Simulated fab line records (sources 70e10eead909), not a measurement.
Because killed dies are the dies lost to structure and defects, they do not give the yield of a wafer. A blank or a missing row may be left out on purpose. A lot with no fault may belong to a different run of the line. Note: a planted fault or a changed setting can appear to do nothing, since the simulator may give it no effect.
A struck lot beside a sound one / flow nandHarc / 14 out of 1302 route steps
Sound: wafers L593.3, L593.4, L593.6. The struck wafers were L607.1, L607.3, L607.5. The cause is named last.
Order at every step that has rows: each side's tool, ch and its chambers, its first start. Under that, the readings that differ: sound wafers / struck wafers / difference of the means / sigmas: that difference in standard deviations of wafers without a fault.
alike: a reading whose means differ by less than 2 such deviations, as well as words and numbers matching on both sides. not compared: withheld readings; readings where some wafer has no value; bounds like >300 that might hide an equal value; numbers whose values overlap and for which the record gives no deviation.
Wherever a step has rows on one side only, a row that says differs or no value, or a row with sigmas, the two part there. Non-overlapping numbers with no deviation appear without sigmas and do not part them. A reading that every wafer of one side lacks parts them only if that side has two wafers or more.

NHARC_A_STAIRCASE_TRIM_222: chemistry O2, time 211.2 s.
  sound on rieDiel-12 ch 0,1,3; struck on rieDiel-06 ch 0,1,2
reading=drypumpMotorCurrentA (A); sound=6.6 5.9 6.3; struck=5.2 4.9 5.4; difference=-1.1; sigmas=-2
  alike: chamberPressureMTorr, oesProductAu, rfVppV, showerheadPlenumPTorr, throttleValvePct
  not compared: rfHoursCounterH
NHARC_A_STAIRCASE_ETCH_223: etches the open film in C4F8/O2, target depth 100 nm, time 40.5 s.
  sound on rieDiel-12 ch 1,2,3; struck on rieDiel-06 ch 1,3
  alike: biasW, chamberPressureMTorr, oesProductAu, rfVppV
  not compared: rfHoursCounterH
NHARC_A_STAIRCASE_TRIM_224: chemistry O2, time 211.2 s.
  sound on rieDiel-12 ch 0,1,3; struck on rieDiel-06 ch 1,2
reading=drypumpMotorCurrentA (A); sound=6.6 6.4 5.9; struck=4.9 5.3 5.3; difference=-1.1; sigmas=-2
  alike: chamberPressureMTorr, oesProductAu, rfVppV, showerheadPlenumPTorr, throttleValvePct
  not compared: rfHoursCounterH
then, 4 steps without rows for these wafers: NHARC_A_STAIRCASE_ETCH_225 (etches the open film in C4F8/O2, target depth 100 nm, time 40.5 s); NHARC_A_STAIRCASE_TRIM_226 (chemistry O2, time 211.2 s); NHARC_A_STAIRCASE_ETCH_227 (etches the open film in C4F8/O2, target depth 100 nm, time 40.5 s); NHARC_A_STAIRCASE_TRIM_229 (chemistry O2, time 211.2 s).
NHARC_A_STAIRCASE_ETCH_230: etches the open film in C4F8/O2, target depth 100 nm, time 40.5 s.
  sound on rieDiel-06 ch 2,3; struck on rieDiel-06 ch 0,3
  alike: biasW, chamberPressureMTorr, oesProductAu, rfVppV
  not compared: rfHoursCounterH
NHARC_A_STAIRCASE_TRIM_231: chemistry O2, time 211.2 s.
  sound on rieDiel-06 ch 0,1,2; struck on rieDiel-06 ch 1,2,3
  alike: chamberPressureMTorr, drypumpMotorCurrentA, oesProductAu, rfVppV, showerheadPlenumPTorr, throttleValvePct
  not compared: rfHoursCounterH
then, 2 steps without rows for these wafers: NHARC_A_STAIRCASE_ETCH_232 (etches the open film in C4F8/O2, target depth 100 nm, time 40.5 s); NHARC_A_STAIRCASE_TRIM_233 (chemistry O2, time 211.2 s).
NHARC_A_STAIRCASE_ETCH_234: etches the open film in C4F8/O2, target depth 100 nm, time 40.5 s.
  sound on rieDiel-06 ch 2,3, day 17 05:59; struck on rieDiel-06 ch 1,2,3, day 23 05:20
  no value came back on the struck wafers for biasW (W), chamberPressureMTorr (mTorr), oesProductAu (a.u.), rfVppV (V); on the sound wafers biasW (W) reads 1005.5 1002.6 1000.7
  not compared: rfHoursCounterH
then, 1 step without rows for these wafers: NHARC_A_STAIRCASE_TRIM_235 (chemistry O2, time 211.2 s).
-- the record jumps here: 8 days lie between the struck wafers' starts before and after (it left off in module A_STAIRCASE and takes up again in module END, whose first step shown is number 1302 of the route) --
NHARC_END_SORT_01:
  sound on prober-01 ch 0, day 25 05:34; struck on prober-01 ch 0, day 31 04:38
reading=killedAtArray; sound=51 59 55; struck=671 671 670; difference=+616; sigmas=+28
reading=killedDies; sound=53 64 59; struck=677 677 677; difference=+618; sigmas=+28
  alike: killedAtOther, killedAtPeriphery, killedOpen, killedShort

== WHERE THEY PART ==
At NHARC_A_STAIRCASE_TRIM_222 first; at NHARC_END_SORT_01 last (within this record only).

WHY: whatever the simulator had introduced
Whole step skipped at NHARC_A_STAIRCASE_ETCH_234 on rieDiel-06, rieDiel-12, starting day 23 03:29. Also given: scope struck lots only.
